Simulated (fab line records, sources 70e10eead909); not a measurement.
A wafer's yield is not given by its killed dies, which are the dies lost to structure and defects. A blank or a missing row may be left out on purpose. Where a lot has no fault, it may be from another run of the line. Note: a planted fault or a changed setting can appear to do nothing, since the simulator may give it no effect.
Problem report in the 8D (eight disciplines) form, filled by code / flow nandHarc / the parts of the form that need people (team, actions taken, sign-off) are left out

## 1. THE ISSUE
Wafers without a fault read 29, standard deviation 10; killedDies at NHARC_END_SORT_01 reads a mean of 672 on 3 wafers belonging to 2 lots. Relative to the usual mean, that is a shift of +64 standard deviations.
Earliest sighting: wafer L772.1 on prober-02 at day 21 03:53. Wafers with a number at this step in the record: 6, from 2 lots. Rule for "out", or "out of limits": more than 4 standard deviations from the usual mean. All remaining wafers that have a number are taken as sound.

## 2. WHAT IT IS; WHAT IT IS NOT
question=which readings at this step | is=killedDies, killedAtArray | is not=killedAtOther, killedAtPeriphery, killedOpen, killedShort
question=which lots | is=L770, L772 | is not=-
question=which wafers of those lots | is=L770.3, L772.1, L772.4 | is not=L770.2, L770.6, L772.2
question=read on which gauges | is=prober-01, prober-02 | is not=-
question=when | is=from day 21 03:53 | is not=up to then (0 sound wafers); but 3 sound wafers of L770, L772 came after

## 3. THE SUSPECTS, EACH WITH WHAT RULES IT OUT
Counting: a tool at a process step up to the reading stays a suspect if it ran every lot that is out. Sound lots after the first of them don't rule it out here, since some wafers of a struck lot are sound.
- the gauge at NHARC_END_SORT_01 is ruled out. Those wafers that are out were read across 2 gauges (prober-01, prober-02).
- rieDiel-13 at NHARC_A_SLIT_ETCH_24 (etches the open film in CF4/CHF3, target depth 121 nm, time 60.5 s): kept. It ran every lot that is out, first L772 (day 15 13:34).
- rieMetal-03 at NHARC_A_WL_FILL_ETCHBACK_04 (etches the open film in NF3, target depth 60 nm, time 120 s): kept. It ran every lot that is out, first L770 (day 16 11:45). Its own runLengthS readings are out on those wafers.
The count leaves rieMetal-03 at NHARC_A_WL_FILL_ETCHBACK_04 and rieDiel-13 at NHARC_A_SLIT_ETCH_24.

## 4. THE CAUSE (what the simulator had put in)
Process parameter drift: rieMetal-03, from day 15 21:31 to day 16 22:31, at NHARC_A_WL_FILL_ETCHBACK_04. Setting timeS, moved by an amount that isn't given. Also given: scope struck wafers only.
Of the 2 suspects that counting leaves, this tool is one.

## 5. SEQUENCE OF EFFECTS, ordered by route
One row per reading whose mean, taken over the struck wafers that have a number, lies over 3 standard deviations from the usual. Readings are gone through only where the record gives a usual standard deviation; hours: the median, over the lots, of the time from a lot's start at the first step in this table giving one to that lot's start at this step; sigmas: the change measured in usual standard deviations.
hours=0; step=NHARC_A_WL_FILL_ETCHBACK_04; reading=runLengthS; usual=141.4 s; on struck wafers=97.2; change=-44.2; sigmas=-99 or more
hours=112; step=NHARC_END_SORT_01; reading=killedAtArray; usual=25; on struck wafers=668; change=+643; sigmas=+64
hours=112; step=NHARC_END_SORT_01; reading=killedDies; usual=29; on struck wafers=672; change=+643; sigmas=+64
It contains these process steps:
- NHARC_A_WL_FILL_ETCHBACK_04: etches the open film in NF3, target depth 60 nm, time 120 s.

## 6. WHAT WOULD HAVE CAUGHT IT SOONER
Counted from the fault's start at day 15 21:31, it took 126 hours until the first out-of-limits reading at a measuring or inspecting step in this record, taken at day 21 03:53.
Tool's own readings at NHARC_A_WL_FILL_ETCHBACK_04, runLengthS: out on all struck wafers the step has rows for; an alarm limit on them would have tripped on the first.
Each of the lots that are out, 2 in all, had begun NHARC_A_WL_FILL_ETCHBACK_04 on rieMetal-03 no later than day 21 03:53. Tool hold at that time: it would have spared none of them.
